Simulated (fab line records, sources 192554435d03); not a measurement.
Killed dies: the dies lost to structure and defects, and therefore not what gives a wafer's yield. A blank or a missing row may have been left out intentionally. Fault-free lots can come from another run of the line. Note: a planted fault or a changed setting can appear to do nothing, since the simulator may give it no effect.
Matching of chambers    flow n5 finfet    rie diel-03 running N5_BEOL_M3_STRIP_19: 4 sister chambers
The step strips in O2. 8 wafers are shown with their chamber, then 8 later ones without.

== WAFERS PAIRED WITH THEIR CHAMBERS ==
wafer   chamber  showerhead plenum p Torr (Torr)  drypump motor current A (A)
L076.5  1        2.06                             5.49
L080.1  3        2.17                             5.83
L080.5  0        2.02                             5.73
L083.3  0        2.01                             5.77
L083.5  3        2.17                             5.84
L085.3  1        2.06                             5.45
L085.6  2        2.10                             6.06
L084.2  2        2.10                             6.03

== WAFERS MISSING THEIR CHAMBER ==
wafer   showerhead plenum p Torr (Torr)  drypump motor current A (A)
L084.3  2.01                             5.73
L084.6  2.10                             6.01
L090.2  2.06                             5.50
L090.5  2.06                             5.47
L090.6  2.09                             6.06
L091.4  2.09                             6.05
L091.5  2.16                             5.79
L091.6  2.05                             5.46

== CHAMBER TAKEN BY EACH ==
wafer   from the rows above  in truth
L084.3  0                    0
L084.6  2                    2
L090.2  1                    1
L090.5  1                    1
L090.6  2                    2
L091.4  2                    2
L091.5  3                    3
L091.6  1                    1
Placed correctly: 8 of 8. Left unplaced by these rows: 0. Wrongly placed: 0.
How it was worked out, from the rows above alone: a wafer's distance from a chamber is the root of the sum, over the readings, of the square of ((its reading less the chamber's mean) divided by the reading's scatter). If the next closest chamber is less than 2 further off than the closest, the wafer can't be placed; otherwise it belongs to the closest. For every chamber, the mean is computed from those of its wafers that are shown. The scatter: the root of (the sum of the squares of (reading less its chamber's mean) over the shown wafers, divided by (wafers less chambers)).
